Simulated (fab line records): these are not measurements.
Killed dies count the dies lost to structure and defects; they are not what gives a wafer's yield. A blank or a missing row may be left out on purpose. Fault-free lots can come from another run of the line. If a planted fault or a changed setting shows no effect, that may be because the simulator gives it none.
Which tool did it?	flow n5_finfet	72 wafers from 24 lots sampled at 6 of the route's 1938 steps

## WHAT EACH GAUGE READ, for each wafer
N5_MOL_CONTACT_COAG_CD_MEAS_84 targets a cd of 25.1 nm. Usual: cd_nm 25.18 nm, standard deviation 0.23.
lot	measured	on	cd_nm (nm)	flag
L074	day 5 07:10	cd_sem-02	25.24 24.97 25.51	
L075	day 5 12:25	cd_sem-02	25.01 25.26 25.27	
L076	day 5 23:26	cd_sem-01	25.38 25.03 25.38	
L077	day 6 04:14	cd_sem-03	25.35 25.11 25.12	
L079	day 6 11:43	cd_sem-03	24.84 25.24 25.10	
L078	day 6 11:32	cd_sem-01	25.00 24.93 24.91	
L080	day 7 03:22	cd_sem-01	25.08 25.17 24.87	
L081	day 7 03:25	cd_sem-03	25.16 25.42 24.99	
L082	day 7 08:50	cd_sem-01	25.25 25.13 25.17	
L084	day 7 15:14	cd_sem-01	25.45 25.13 25.36	
L083	day 7 16:50	cd_sem-01	25.21 24.99 25.11	
L085	day 8 00:22	cd_sem-03	25.09 25.12 25.06	
L086	day 8 07:29	cd_sem-02	25.28 25.29 25.29	
L087	day 8 08:34	cd_sem-02	25.19 25.17 25.32	
L088	day 8 18:41	cd_sem-03	25.25 25.29 25.29	
L089	day 8 22:07	cd_sem-03	25.02 25.65 25.16	
L090	day 9 01:29	cd_sem-03	25.23 25.51 25.33	
L091	day 9 05:51	cd_sem-02	24.82 25.02 24.82	
L092	day 9 14:32	cd_sem-02	25.45 24.87 25.08	
L093	day 9 20:25	cd_sem-02	25.47 24.99 25.50	
L094	day 10 06:41	cd_sem-02	24.96 24.55 24.97	
L095	day 11 03:05	cd_sem-03	25.51 25.68 25.05	
L096	day 11 07:50	cd_sem-01	25.34 25.28 25.16	
L097	day 11 21:18	cd_sem-03	25.38 25.19 24.68	

N5_MOL_CONTACT_COAG_OVL_MEAS_85. Usual: for VG_OVL the level is -0.1 nm and the standard deviation is 0.7.
lot	measured	on	VG_OVL (nm)	flag
L074	day 5 07:12	overlay-01	-0.7 -0.4 -0.1	
L075	day 5 12:26	overlay-01	0.4 -0.4 0.3	
L076	day 5 23:28	overlay-02	-0.7 1.0 0.3	
L077	day 6 04:16	overlay-02	0.4 -0.1 0.3	
L079	day 6 11:45	overlay-01	0.5 -0.5 0.3	
L078	day 6 11:34	overlay-02	0.8 0.0 0.7	
L080	day 7 03:25	overlay-01	0.5 0.1 -0.7	
L081	day 7 03:27	overlay-01	-0.2 -1.0 -0.2	
L082	day 7 08:52	overlay-02	-0.3 -0.1 0.1	
L084	day 7 15:16	overlay-02	0.8 0.0 -0.2	
L083	day 7 16:52	overlay-02	-0.7 -1.0 -0.1	
L085	day 8 00:23	overlay-02	-0.5 -1.2 0.3	
L086	day 8 07:32	overlay-02	0.3 0.4 0.3	
L087	day 8 08:36	overlay-02	0.7 -0.3 -0.5	
L088	day 8 18:44	overlay-02	-0.4 -1.0 0.3	
L089	day 8 22:09	overlay-02	0.1 -0.8 0.4	
L090	day 9 01:31	overlay-01	-0.5 0.6 0.4	
L091	day 9 05:53	overlay-02	-1.6 -1.2 -0.8	
L092	day 9 14:35	overlay-02	-0.7 -0.8 -1.2	
L093	day 9 20:26	overlay-01	-0.3 0.5 0.5	
L094	day 10 06:43	overlay-02	-0.7 0.0 -1.1	
L095	day 11 03:07	overlay-01	1.1 -0.3 0.7	
L096	day 11 07:52	overlay-02	1.0 0.4 -0.7	
L097	day 11 21:20	overlay-02	-0.6 -0.9 0.0	

N5_MOL_CONTACT_COAG_CD_MEAS_137 targets a cd of 16 nm. Usual: cd_nm 16.1 nm, standard deviation 0.35.
lot	measured	on	cd_nm (nm)	flag
L074	day 5 08:57	cd_sem-01	16.0 15.5 16.1	
L075	day 5 13:20	cd_sem-02	16.7 16.1 15.5	
L076	day 6 00:33	cd_sem-01	15.7 16.4 15.9	
L077	day 6 05:10	cd_sem-02	15.4 16.6 15.4	
L079	day 6 13:25	cd_sem-01	16.2 16.4 15.6	
L078	day 6 13:04	cd_sem-03	16.5 16.0 16.1	
L080	day 7 04:17	cd_sem-01	15.8 16.1 16.1	
L081	day 7 04:37	cd_sem-03	15.9 16.0 16.1	
L082	day 7 09:53	cd_sem-01	15.8 15.9 16.1	
L084	day 7 16:29	cd_sem-01	16.5 16.8 15.7	
L083	day 7 17:46	cd_sem-02	15.8 16.4 15.8	
L085	day 8 01:17	cd_sem-03	16.0 16.4 15.6	
L086	day 8 08:28	cd_sem-01	17.0 15.7 16.5	
L087	day 8 09:30	cd_sem-03	16.5 16.3 16.3	
L088	day 8 19:40	cd_sem-02	16.5 16.5 16.0	
L089	day 8 23:24	cd_sem-01	16.2 15.8 16.1	
L090	day 9 02:29	cd_sem-01	16.1 15.4 16.2	
L091	day 9 06:56	cd_sem-02	16.4 15.9 16.3	
L092	day 9 15:55	cd_sem-03	15.8 16.0 15.8	
L093	day 9 21:23	cd_sem-01	15.8 15.8 16.4	
L094	day 10 07:42	cd_sem-01	15.9 16.1 16.0	
L095	day 11 05:33	cd_sem-03	16.8 16.3 17.0	
L096	day 11 09:15	cd_sem-01	16.0 16.3 15.9	
L097	day 11 22:32	cd_sem-03	15.8 16.3 16.3	

## WHAT TOOL EACH LOT RAN ON (gives the tool, then ch and the chambers of the sampled wafers, and finally the start)
lot	N5_MOL_CONTACT_COAG_ETCH_15	N5_MOL_CONTACT_COAG_ETCH_91	N5_MOL_CONTACT_COAG_ETCHBACK_135
L074	rie_diel-01 ch 1,2,3, day 4 20:52	rie_diel-01 ch 0,1,2, day 5 08:29	rie_diel-01 ch 0,1,2, day 5 08:35
L075	rie_diel-01 ch 0,1,3, day 5 03:54	rie_diel-01 ch 0,1,3, day 5 12:53	rie_diel-01 ch 0,1,3, day 5 12:58
L076	rie_diel-02 ch 1,2, day 5 15:23	rie_diel-01 ch 0,3, day 6 00:03	rie_diel-01 ch 0,3, day 6 00:08
L077	rie_diel-01 ch 2,3, day 5 17:41	rie_diel-01 ch 0,2,3, day 6 04:43	rie_diel-01 ch 0,2,3, day 6 04:48
L079	rie_diel-01 ch 1,2,3, day 6 00:56	rie_diel-02 ch 0,1, day 6 12:58	rie_diel-02 ch 0,1, day 6 13:03
L078	rie_diel-03 ch 0,1,3, day 6 02:18	rie_diel-01 ch 0,1,2, day 6 12:37	rie_diel-01 ch 0,1,2, day 6 12:43
L080	rie_diel-02 ch 0,3, day 6 14:03	rie_diel-03 ch 0,3, day 7 03:50	rie_diel-03 ch 0,3, day 7 03:55
L081	rie_diel-02 ch 0,1,2, day 6 14:56	rie_diel-03 ch 0,1,3, day 7 04:09	rie_diel-03 ch 0,1,3, day 7 04:14
L082	rie_diel-01 ch 1,2,3, day 6 20:35	rie_diel-02 ch 0,1,3, day 7 09:25	rie_diel-02 ch 0,1,3, day 7 09:31
L084	rie_diel-01 ch 1,2,3, day 7 06:58	rie_diel-01 ch 1,2,3, day 7 16:02	rie_diel-01 ch 1,2,3, day 7 16:07
L083	rie_diel-02 ch 0,1,3, day 7 08:21	rie_diel-01 ch 1,2,3, day 7 17:18	rie_diel-01 ch 1,2,3, day 7 17:23
L085	rie_diel-03 ch 1,2,3, day 7 13:38	rie_diel-01 ch 1,2,3, day 8 00:50	rie_diel-01 ch 1,2,3, day 8 00:55
L086	rie_diel-01 ch 2,3, day 7 23:34	rie_diel-01 ch 1,2, day 8 08:01	rie_diel-01 ch 1,2, day 8 08:06
L087	rie_diel-03 ch 1,2,3, day 8 01:23	rie_diel-03 ch 1,2,3, day 8 09:02	rie_diel-03 ch 1,2,3, day 8 09:08
L088	rie_diel-02 ch 0,2,3, day 8 07:11	rie_diel-01 ch 0,2, day 8 19:13	rie_diel-01 ch 0,2, day 8 19:18
L089	rie_diel-03 ch 0,1,2, day 8 12:38	rie_diel-02 ch 0,1,2, day 8 22:57	rie_diel-02 ch 0,1,2, day 8 23:02
L090	rie_diel-03 ch 0,2,3, day 8 17:34	rie_diel-01 ch 0,3, day 9 01:59	rie_diel-01 ch 0,3, day 9 02:05
L091	rie_diel-01 ch 0,2,3, day 8 19:46	rie_diel-02 ch 0,1,2, day 9 06:27	rie_diel-02 ch 0,1,2, day 9 06:32
L092	rie_diel-02 ch 0,2, day 9 05:26	rie_diel-02 ch 2,3, day 9 15:28	rie_diel-02 ch 2,3, day 9 15:33
L093	rie_diel-02 ch 0,1,2, day 9 09:28	rie_diel-03 ch 0,1,3, day 9 20:53	rie_diel-03 ch 0,1,3, day 9 20:58
L094	rie_diel-03 ch 0,1,3, day 9 22:00	rie_diel-03 ch 2,3, day 10 07:14	rie_diel-03 ch 2,3, day 10 07:19
L095	rie_diel-01 ch 0,2,3, day 10 13:55	rie_diel-02 ch 0,2,3, day 11 05:05	rie_diel-02 ch 0,2,3, day 11 05:11
L096	rie_diel-03 ch 0,2, day 10 21:46	rie_diel-02 ch 0,3, day 11 08:47	rie_diel-02 ch 0,3, day 11 08:52
L097	rie_diel-02 ch 0,2,3, day 11 09:54	rie_diel-01 ch 1,2, day 11 22:05	rie_diel-01 ch 1,2, day 11 22:10
- N5_MOL_CONTACT_COAG_ETCH_15: etches SiNx in CH3F/O2, stops on Si:P, target depth 7 nm.
- N5_MOL_CONTACT_COAG_ETCH_91: etches SOC in N2/H2, target depth 60 nm, overetch 21 nm, time 101.2 s.
- N5_MOL_CONTACT_COAG_ETCHBACK_135: etches SiO2 in CHF3, target depth 25 nm, time 16.7 s.

## AS READ BY THE TOOLS THEMSELVES (means over the sampled wafers that have a number; for cases with no such wafer, the mark the record gives instead)
N5_MOL_CONTACT_COAG_ETCH_15. Usual: drypump_motor_current_A 5.51 A (standard deviation 0.27); oes_ar_750_au 0.79 a.u. (standard deviation 0.081); oes_product_au 0.57 a.u. (standard deviation 0.058); rf_fwd_power_W 391.9 W (standard deviation 1.8); rf_vpp_V 296 V (standard deviation 4.3); showerhead_plenum_p_Torr 1.98 Torr (standard deviation 0.069); throttle_valve_pct 16.38 % (standard deviation 0.2).
lot	tool	drypump_motor_current_A (A)	oes_ar_750_au (a.u.)	oes_product_au (a.u.)	rf_fwd_power_W (W)	rf_vpp_V (V)	showerhead_plenum_p_Torr (Torr)	throttle_valve_pct (%)	flag
L074	rie_diel-01	5.49	0.85	0.61	392.3	298	2.03	16.22	
L075	rie_diel-01	5.33	0.77	0.56	391.8	298	2.01	16.22	
L076	rie_diel-02	5.21	0.71	0.51	391.0	298	2.01	16.47	
L077	rie_diel-01	5.59	0.79	0.57	392.5	297	2.01	16.16	
L079	rie_diel-01	5.48	0.83	0.60	390.5	299	2.03	16.24	
L078	rie_diel-03	5.68	0.84	0.61	391.6	299	2.00	16.39	
L080	rie_diel-02	5.39	0.74	0.55	390.6	294	1.92	16.59	
L081	rie_diel-02	5.40	0.70	0.51	392.8	296	1.98	16.47	
L082	rie_diel-01	5.50	0.82	0.60	391.7	297	2.02	16.26	
L084	rie_diel-01	5.49	0.82	0.59	391.4	297	2.02	16.27	
L083	rie_diel-02	5.25	0.72	0.52	390.8	297	1.94	16.53	
L085	rie_diel-03	5.68	0.81	0.59	393.0	299	1.90	16.38	
L086	rie_diel-01	5.59	0.77	0.56	393.1	296	2.00	16.19	
L087	rie_diel-03	5.68	0.80	0.59	393.1	299	1.90	16.38	
L088	rie_diel-02	5.54	0.80	0.59	392.1	293	1.97	16.40	
L089	rie_diel-03	5.60	0.77	0.56	391.0	300	1.94	16.49	
L090	rie_diel-03	5.63	0.80	0.58	390.7	296	1.96	16.49	
L091	rie_diel-01	5.62	0.85	0.61	392.2	294	1.99	16.21	
L092	rie_diel-02	5.55	0.78	0.56	392.9	294	1.95	16.31	
L093	rie_diel-02	5.38	0.87	0.63	392.0	296	1.98	16.19	
L094	rie_diel-03	5.69	0.80	0.58	393.3	298	1.99	16.45	
L095	rie_diel-01	5.61	0.82	0.60	393.1	295	1.99	16.23	
L096	rie_diel-03	5.58	0.75	0.55	391.5	298	2.00	16.62	
L097	rie_diel-02	5.55	0.77	0.56	392.7	292	1.96	16.44	

N5_MOL_CONTACT_COAG_ETCH_91. Usual: drypump_motor_current_A 5.51 A, standard deviation 0.29; oes_product_au 0.67 a.u., standard deviation 0.07; rf_fwd_power_W 834 W, standard deviation 3.5; rf_vpp_V 523.2 V, standard deviation 2.5; showerhead_plenum_p_Torr 2.52 Torr, standard deviation 0.084; throttle_valve_pct 17.82 %, standard deviation 0.23.
lot	tool	drypump_motor_current_A (A)	oes_product_au (a.u.)	rf_fwd_power_W (W)	rf_vpp_V (V)	showerhead_plenum_p_Torr (Torr)	throttle_valve_pct (%)	flag
L074	rie_diel-01	5.52	0.67	837	525.2	2.56	17.86	
L075	rie_diel-01	5.34	0.63	833	524.4	2.55	17.70	
L076	rie_diel-01	5.44	0.60	836	523.2	2.54	17.62	
L077	rie_diel-01	5.58	0.63	835	524.1	2.55	17.77	
L079	rie_diel-02	5.10	0.59	837	522.0	2.48	17.81	
L078	rie_diel-01	5.51	0.66	832	524.3	2.55	17.88	
L080	rie_diel-03	5.63	0.70	833	525.8	2.62	17.96	
L081	rie_diel-03	5.66	0.69	835	524.0	2.53	17.86	
L082	rie_diel-02	5.25	0.60	834	521.2	2.45	17.96	
L084	rie_diel-01	5.50	0.68	833	524.7	2.57	17.81	
L083	rie_diel-01	5.50	0.68	835	524.5	2.57	17.81	
L085	rie_diel-01	5.50	0.68	834	524.5	2.57	17.82	
L086	rie_diel-01	5.39	0.70	834	525.0	2.57	17.92	
L087	rie_diel-03	5.70	0.67	835	519.8	2.40	17.76	
L088	rie_diel-01	5.77	0.73	833	523.8	2.55	17.86	
L089	rie_diel-02	5.39	0.73	837	523.0	2.50	17.60	
L090	rie_diel-01	5.42	0.74	833	523.6	2.52	17.53	
L091	rie_diel-02	5.39	0.72	836	524.1	2.50	17.61	
L092	rie_diel-02	5.53	0.67	832	521.9	2.48	18.01	
L093	rie_diel-03	5.69	0.67	834	522.9	2.52	17.90	
L094	rie_diel-03	5.65	0.65	839	518.8	2.36	17.78	
L095	rie_diel-02	5.55	0.65	833	521.6	2.47	17.92	
L096	rie_diel-02	5.42	0.60	831	520.3	2.42	18.15	
L097	rie_diel-01	5.69	0.67	835	524.4	2.56	18.01	

N5_MOL_CONTACT_COAG_ETCHBACK_135. Usual: drypump_motor_current_A 5.50 A (standard deviation 0.29); oes_ar_750_au 0.80 a.u. (standard deviation 0.088); oes_product_au 0.80 a.u. (standard deviation 0.088); rf_fwd_power_W 598 W (standard deviation 3.7); rf_vpp_V 522 V (standard deviation 7.9); showerhead_plenum_p_Torr 2.36 Torr (standard deviation 0.071); throttle_valve_pct 18.74 % (standard deviation 0.22).
lot	tool	drypump_motor_current_A (A)	oes_ar_750_au (a.u.)	oes_product_au (a.u.)	rf_fwd_power_W (W)	rf_vpp_V (V)	showerhead_plenum_p_Torr (Torr)	throttle_valve_pct (%)	flag
L074	rie_diel-01	5.50	0.82	0.81	598	521	2.40	18.74	
L075	rie_diel-01	5.34	0.78	0.77	598	525	2.40	18.62	
L076	rie_diel-01	5.43	0.73	0.73	600	523	2.38	18.52	
L077	rie_diel-01	5.59	0.76	0.76	598	519	2.38	18.66	
L079	rie_diel-02	5.11	0.71	0.70	598	530	2.33	18.80	
L078	rie_diel-01	5.50	0.81	0.80	596	520	2.39	18.75	
L080	rie_diel-03	5.64	0.84	0.84	598	520	2.45	18.91	
L081	rie_diel-03	5.68	0.83	0.84	600	526	2.38	18.82	
L082	rie_diel-02	5.24	0.72	0.71	596	524	2.31	18.92	
L084	rie_diel-01	5.49	0.82	0.82	599	524	2.40	18.66	
L083	rie_diel-01	5.48	0.82	0.81	597	524	2.40	18.66	
L085	rie_diel-01	5.49	0.81	0.81	595	523	2.40	18.66	
L086	rie_diel-01	5.38	0.85	0.85	594	525	2.41	18.77	
L087	rie_diel-03	5.69	0.80	0.80	601	527	2.27	18.81	
L088	rie_diel-01	5.77	0.88	0.89	597	514	2.37	18.72	
L089	rie_diel-02	5.38	0.88	0.87	601	521	2.35	18.56	
L090	rie_diel-01	5.45	0.90	0.89	599	520	2.36	18.45	
L091	rie_diel-02	5.41	0.87	0.87	599	521	2.35	18.57	
L092	rie_diel-02	5.52	0.79	0.80	597	515	2.35	18.93	
L093	rie_diel-03	5.68	0.80	0.80	598	526	2.37	18.84	
L094	rie_diel-03	5.64	0.77	0.78	599	524	2.23	18.92	
L095	rie_diel-02	5.54	0.77	0.77	600	515	2.33	18.83	
L096	rie_diel-02	5.42	0.71	0.71	597	518	2.28	19.06	
L097	rie_diel-01	5.65	0.81	0.81	594	518	2.39	18.84	

## THE ANSWER, worked out from the rows above alone
Rule: a lot counts as off when the mean over its wafers that have a number is more than 3 standard deviations away from the usual mean. Also off: a lot with no number at a reading for which 4 or more lots have one. The other lots that the step has rows for count as sound. The gauges are gone through in route order, then the tools' own readings, and for those a lot's mean is taken as printed above. The first step at which some lot is off is used, and at that step the reading that is off furthest; a lot without a number counts as furthest.
No lot is off at any reading shown: from this, nothing can be told.

## WHAT HAD BEEN PUT IN BY THE SIMULATOR
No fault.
